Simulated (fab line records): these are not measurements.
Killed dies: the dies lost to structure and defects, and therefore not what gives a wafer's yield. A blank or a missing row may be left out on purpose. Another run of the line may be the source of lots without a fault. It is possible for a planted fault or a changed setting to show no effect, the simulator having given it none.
Matching of chambers :: flow n5_finfet :: N5_BEOL_M6_PECVD_70 on pecvd-01 has 3 sister chambers
The step deposits SiO2 from TEOS/O2, target thk 20 nm, time 22.7 s. 16 wafers are shown with their chamber, then 8 later ones without.

## EACH WAFER AND ITS CHAMBER
wafer: L074.3
chamber: 1
throttle_valve_pct (%): 24.0
showerhead_plenum_p_Torr (Torr): 8.65
heater_power_w (W): 629

wafer: L074.4
chamber: 0
throttle_valve_pct (%): 21.2
showerhead_plenum_p_Torr (Torr): 8.74
heater_power_w (W): 776

wafer: L074.5
chamber: 1
throttle_valve_pct (%): 24.0
showerhead_plenum_p_Torr (Torr): 8.66
heater_power_w (W): 619

wafer: L079.2
chamber: 1
throttle_valve_pct (%): 24.2
showerhead_plenum_p_Torr (Torr): 8.65
heater_power_w (W): 670

wafer: L079.3
chamber: 0
throttle_valve_pct (%): 21.6
showerhead_plenum_p_Torr (Torr): 8.75
heater_power_w (W): 718

wafer: L079.4
chamber: 1
throttle_valve_pct (%): 24.1
showerhead_plenum_p_Torr (Torr): 8.66
heater_power_w (W): 687

wafer: L080.2
chamber: 1
throttle_valve_pct (%): 24.1
showerhead_plenum_p_Torr (Torr): 8.66
heater_power_w (W): 668

wafer: L080.4
chamber: 0
throttle_valve_pct (%): 21.4
showerhead_plenum_p_Torr (Torr): 8.77
heater_power_w (W): 748

wafer: L080.5
chamber: 1
throttle_valve_pct (%): 24.3
showerhead_plenum_p_Torr (Torr): 8.66
heater_power_w (W): 686

wafer: L083.4
chamber: 1
throttle_valve_pct (%): 24.0
showerhead_plenum_p_Torr (Torr): 8.67
heater_power_w (W): 724

wafer: L083.5
chamber: 2
throttle_valve_pct (%): 21.4
showerhead_plenum_p_Torr (Torr): 8.71
heater_power_w (W): 781

wafer: L083.6
chamber: 0
throttle_valve_pct (%): 21.5
showerhead_plenum_p_Torr (Torr): 8.74
heater_power_w (W): 686

wafer: L086.1
chamber: 1
throttle_valve_pct (%): 24.0
showerhead_plenum_p_Torr (Torr): 8.64
heater_power_w (W): 708

wafer: L086.4
chamber: 0
throttle_valve_pct (%): 21.4
showerhead_plenum_p_Torr (Torr): 8.76
heater_power_w (W): 740

wafer: L086.6
chamber: 1
throttle_valve_pct (%): 24.1
showerhead_plenum_p_Torr (Torr): 8.65
heater_power_w (W): 710

wafer: L088.1
chamber: 1
throttle_valve_pct (%): 24.0
showerhead_plenum_p_Torr (Torr): 8.67
heater_power_w (W): 694

SIGNATURES, as means of the wafers listed above
reading: throttle_valve_pct
chamber 0: 21.420
chamber 1: 24.080
chamber 2: 21.400
scatter within a chamber: 0.119

reading: showerhead_plenum_p_Torr
chamber 0: 8.7520
chamber 1: 8.6570
chamber 2: 8.7100
scatter within a chamber: 0.0107

reading: heater_power_w
chamber 0: 733.60
chamber 1: 679.50
chamber 2: 781.00
scatter within a chamber: 34
Rule: for a wafer and a chamber, the distance is found by dividing, reading by reading, the gap between the wafer's reading and the chamber's mean by the reading's scatter, squaring, summing and taking the root. If the next closest chamber is less than 2 further off than the closest, the wafer can't be placed; otherwise it belongs to the closest. The scatter: the root of (the sum of the squares of (reading less its chamber's mean) over the shown wafers, divided by (wafers less chambers)).

## WAFERS WHOSE CHAMBER IS MISSING
wafer: L088.3
throttle_valve_pct (%): 21.4
showerhead_plenum_p_Torr (Torr): 8.71
heater_power_w (W): 776

wafer: L088.4
throttle_valve_pct (%): 21.6
showerhead_plenum_p_Torr (Torr): 8.76
heater_power_w (W): 732

wafer: L092.1
throttle_valve_pct (%): 21.1
showerhead_plenum_p_Torr (Torr): 8.70
heater_power_w (W): 858

wafer: L092.4
throttle_valve_pct (%): 24.1
showerhead_plenum_p_Torr (Torr): 8.66
heater_power_w (W): 615

wafer: L092.5
throttle_valve_pct (%): 21.1
showerhead_plenum_p_Torr (Torr): 8.76
heater_power_w (W): 776

wafer: L094.2
throttle_valve_pct (%): 24.1
showerhead_plenum_p_Torr (Torr): 8.66
heater_power_w (W): 649

wafer: L094.3
throttle_valve_pct (%): 24.3
showerhead_plenum_p_Torr (Torr): 8.66
heater_power_w (W): 661

wafer: L094.6
throttle_valve_pct (%): 21.5
showerhead_plenum_p_Torr (Torr): 8.70
heater_power_w (W): 797

## CHAMBER TAKEN BY EACH
wafer: L088.3
from the rows above: 2
in truth: 2

wafer: L088.4
from the rows above: 0
in truth: 0

wafer: L092.1
from the rows above: 2
in truth: 2

wafer: L092.4
from the rows above: 1
in truth: 1

wafer: L092.5
from the rows above: 0
in truth: 0

wafer: L094.2
from the rows above: 1
in truth: 1

wafer: L094.3
from the rows above: 1
in truth: 1

wafer: L094.6
from the rows above: 2
in truth: 2
Placed correctly: 8 of 8. Can't be placed from these rows: 0. 0 placed wrongly.
